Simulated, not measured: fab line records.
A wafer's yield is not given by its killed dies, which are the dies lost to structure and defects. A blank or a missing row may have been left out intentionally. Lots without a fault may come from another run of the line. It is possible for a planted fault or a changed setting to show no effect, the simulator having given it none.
Chamber matching :: flow n5-finfet :: N5_GATE_CUT_SAC_CAP_01 on ald-sin-02 has 4 sister chambers
The step material SiNx, target thk 24 nm, pulse time 1 s, ald cycles 480. 8 wafers are shown with their chamber, then 8 later ones without.

WAFERS, EACH WITH ITS CHAMBER
wafer: L078.6
chamber: 0
heater-power-w (W): 912
precursor-pulse-height-rel: 1.008

wafer: L083.6
chamber: 2
heater-power-w (W): 839
precursor-pulse-height-rel: 1.006

wafer: L086.4
chamber: 2
heater-power-w (W): 838
precursor-pulse-height-rel: 1.039

wafer: L086.5
chamber: 1
heater-power-w (W): 667
precursor-pulse-height-rel: 1.022

wafer: L087.1
chamber: 0
heater-power-w (W): 904
precursor-pulse-height-rel: 0.997

wafer: L087.4
chamber: 3
heater-power-w (W): 857
precursor-pulse-height-rel: 1.013

wafer: L087.5
chamber: 3
heater-power-w (W): 863
precursor-pulse-height-rel: 1.000

wafer: L089.1
chamber: 1
heater-power-w (W): 688
precursor-pulse-height-rel: 0.977

WAFERS WHOSE CHAMBER IS MISSING
wafer: L089.4
heater-power-w (W): 883
precursor-pulse-height-rel: 0.982

wafer: L089.6
heater-power-w (W): 847
precursor-pulse-height-rel: 1.003

wafer: L090.2
heater-power-w (W): 851
precursor-pulse-height-rel: 0.980

wafer: L090.4
heater-power-w (W): 843
precursor-pulse-height-rel: 1.006

wafer: L090.5
heater-power-w (W): 686
precursor-pulse-height-rel: 0.968

wafer: L092.4
heater-power-w (W): 874
precursor-pulse-height-rel: 1.014

wafer: L092.5
heater-power-w (W): 843
precursor-pulse-height-rel: 1.020

wafer: L092.6
heater-power-w (W): 680
precursor-pulse-height-rel: 0.985

CHAMBER TAKEN BY EACH
wafer: L089.4
from the rows above: can't be placed: 3 or 0
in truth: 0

wafer: L089.6
from the rows above: can't be placed: 2 or 3
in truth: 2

wafer: L090.2
from the rows above: can't be placed: 3 or 2
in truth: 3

wafer: L090.4
from the rows above: can't be placed: 2 or 3
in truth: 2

wafer: L090.5
from the rows above: 1
in truth: 1

wafer: L092.4
from the rows above: 3
in truth: 3

wafer: L092.5
from the rows above: can't be placed: 2 or 3
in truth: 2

wafer: L092.6
from the rows above: 1
in truth: 1
Placed correctly: 3 of 8. These rows do not allow placing 5 (true chamber among the candidates in 5). Wrongly placed: 0.
How it was worked out, from the rows above alone: a wafer's distance from a chamber is the root of the sum, over the readings, of the square of ((its reading less the chamber's mean) divided by the reading's scatter). If the next closest chamber is less than 2 further off than the closest, the wafer can't be placed; otherwise it belongs to the closest. A chamber's mean is the mean of its shown wafers. The scatter: take each reading less its chamber's mean, square it, sum over the shown wafers, divide by the number of wafers less the number of chambers, and take the root.
